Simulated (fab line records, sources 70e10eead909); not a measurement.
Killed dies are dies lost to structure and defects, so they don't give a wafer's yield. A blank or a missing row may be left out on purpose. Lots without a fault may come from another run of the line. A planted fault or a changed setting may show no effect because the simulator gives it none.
Which tool did it? | flow nand_harc | 12 lots, 36 wafers sampled, at 4 steps of a route of 1302

WHAT THE GAUGES READ, wafer by wafer
NHARC_A_CONTACT_CD_MEAS_69: target cd 300 nm. Usual: cd_nm 299.8 nm, standard deviation 0.5.
lot  | measured     | on        | cd_nm (nm)        | flag
L448 | day 22 19:07 | cd_sem-02 | 299.9 300.8 299.7 |
L454 | day 25 20:41 | cd_sem-02 | 300.3 300.6 299.8 |
L452 | day 27 01:25 | cd_sem-01 | 299.6 300.4 299.1 |
L455 | day 27 08:55 | cd_sem-02 | 299.1 299.1 300.2 |
L457 | day 27 20:33 | cd_sem-03 | 299.5 299.9 299.6 |
L451 | day 28 04:31 | cd_sem-03 | 300.1 300.2 300.9 |
L459 | day 28 09:34 | cd_sem-03 | 299.2 299.7 299.7 |
L460 | day 28 09:25 | cd_sem-01 | 300.5 300.8 300.0 |
L461 | day 28 14:43 | cd_sem-02 | 300.5 300.8 300.1 |
L464 | day 29 21:38 | cd_sem-03 | 299.8 299.8 301.1 |
L465 | day 30 03:55 | cd_sem-02 | 290.5 290.4 290.7 | OFF
L469 | day 32 23:41 | cd_sem-02 | 291.8 292.7 292.2 | OFF

WHICH TOOL RAN EACH LOT (tool, then ch and the chambers of the sampled wafers, then the start)
lot  | NHARC_A_CONTACT_ETCH_115             | NHARC_A_CONTACT_ETCH_123             | NHARC_A_CONTACT_EXPOSE_66
L448 | har_cap_etch-02 ch 0, day 22 09:28   | har_cap_etch-02 ch 0, day 22 11:22   | arfi_scanner-03 ch 0, day 22 18:59
L454 | har_cap_etch-03 ch 0,1, day 25 11:52 | har_cap_etch-03 ch 0,1, day 25 13:18 | arfi_scanner-02 ch 0, day 25 20:32
L452 | har_cap_etch-02 ch 0,1, day 26 11:15 | har_cap_etch-02 ch 0,1, day 26 12:37 | arfi_scanner-03 ch 0, day 27 01:17
L455 | har_cap_etch-03 ch 0,1, day 26 20:25 | har_cap_etch-03 ch 0,1, day 26 22:14 | arfi_scanner-01 ch 0, day 27 08:47
L457 | har_cap_etch-01 ch 0,1, day 27 07:48 | har_cap_etch-01 ch 0,1, day 27 09:17 | arfi_scanner-03 ch 0, day 27 20:25
L451 | har_cap_etch-01 ch 0,1, day 27 10:21 | har_cap_etch-01 ch 0,1, day 27 11:43 | arfi_scanner-01 ch 0, day 28 04:22
L459 | har_cap_etch-02 ch 0,1, day 27 17:41 | har_cap_etch-02 ch 0,1, day 27 19:03 | arfi_scanner-03 ch 0, day 28 09:25
L460 | har_cap_etch-01 ch 0,1, day 27 17:53 | har_cap_etch-01 ch 0,1, day 27 19:22 | arfi_scanner-01 ch 0, day 28 09:17
L461 | har_cap_etch-03 ch 0,1, day 27 22:47 | har_cap_etch-03 ch 0,1, day 28 00:16 | arfi_scanner-01 ch 0, day 28 14:35
L464 | har_cap_etch-01 ch 0,1, day 29 11:13 | har_cap_etch-01 ch 0,1, day 29 12:35 | arfi_scanner-02 ch 0, day 29 21:29
L465 | har_cap_etch-03 ch 0,1, day 29 19:32 | har_cap_etch-03 ch 0,1, day 29 21:21 | arfi_scanner-03 ch 0, day 30 03:47
L469 | har_cap_etch-03 ch 0,1, day 32 15:28 | har_cap_etch-03 ch 0,1, day 32 16:53 | arfi_scanner-03 ch 0, day 32 23:33
- NHARC_A_CONTACT_ETCH_115: etches the open film in C4F8/O2/Ar, time 190 s, target depth 1850 nm.
- NHARC_A_CONTACT_ETCH_123: etches the open film in C4F8/O2/Ar, time 490 s, target depth 2110 nm.
- NHARC_A_CONTACT_EXPOSE_66: exposes mask A CC 2.

WHAT THE TOOLS THEMSELVES READ (means of the sampled wafers that have a number; where no wafer has one, the mark that the record gives instead)
NHARC_A_CONTACT_EXPOSE_66. Usual: exposure_dose_mJ_cm2 59.1, standard deviation 0.38.
lot  | tool            | exposure_dose_mJ_cm2 | flag
L448 | arfi_scanner-03 | 58.8                 |
L454 | arfi_scanner-02 | 59.9                 |
L452 | arfi_scanner-03 | 58.9                 |
L455 | arfi_scanner-01 | 59.0                 |
L457 | arfi_scanner-03 | 58.9                 |
L451 | arfi_scanner-01 | 59.0                 |
L459 | arfi_scanner-03 | 58.9                 |
L460 | arfi_scanner-01 | 59.1                 |
L461 | arfi_scanner-01 | 59.0                 |
L464 | arfi_scanner-02 | 60.0                 |
L465 | arfi_scanner-03 | 47.1                 | OFF
L469 | arfi_scanner-03 | 49.5                 | OFF

THE ANSWER, worked out from the rows above alone
Rule: a lot is off if the mean of its wafers that have a number lies more than 3 standard deviations from the usual mean. A lot without any number at a reading at which 4 lots or more have one is off too. The other lots that the step has rows for count as sound. The gauges are gone through in route order, then the tools' own readings, and for those a lot's mean is taken as printed above. The first step at which some lot is off is used, and at that step the reading that is off furthest; a lot without a number counts as furthest.
Off: L465, L469, at NHARC_A_CONTACT_CD_MEAS_69 (cd_nm).
A tool fits if, at a process step before that reading, it ran every lot that is off, and no sound lot after the first of them. The gauges at NHARC_A_CONTACT_CD_MEAS_69 aren't tried: what is off there is off at NHARC_A_CONTACT_EXPOSE_66 too, on other tools, and a gauge's error can't cause that. Can't be told from this: 2 tools fit, har_cap_etch-03 at NHARC_A_CONTACT_ETCH_115 and NHARC_A_CONTACT_ETCH_123, arfi_scanner-03 at NHARC_A_CONTACT_EXPOSE_66.

WHAT THE SIMULATOR HAD PUT IN
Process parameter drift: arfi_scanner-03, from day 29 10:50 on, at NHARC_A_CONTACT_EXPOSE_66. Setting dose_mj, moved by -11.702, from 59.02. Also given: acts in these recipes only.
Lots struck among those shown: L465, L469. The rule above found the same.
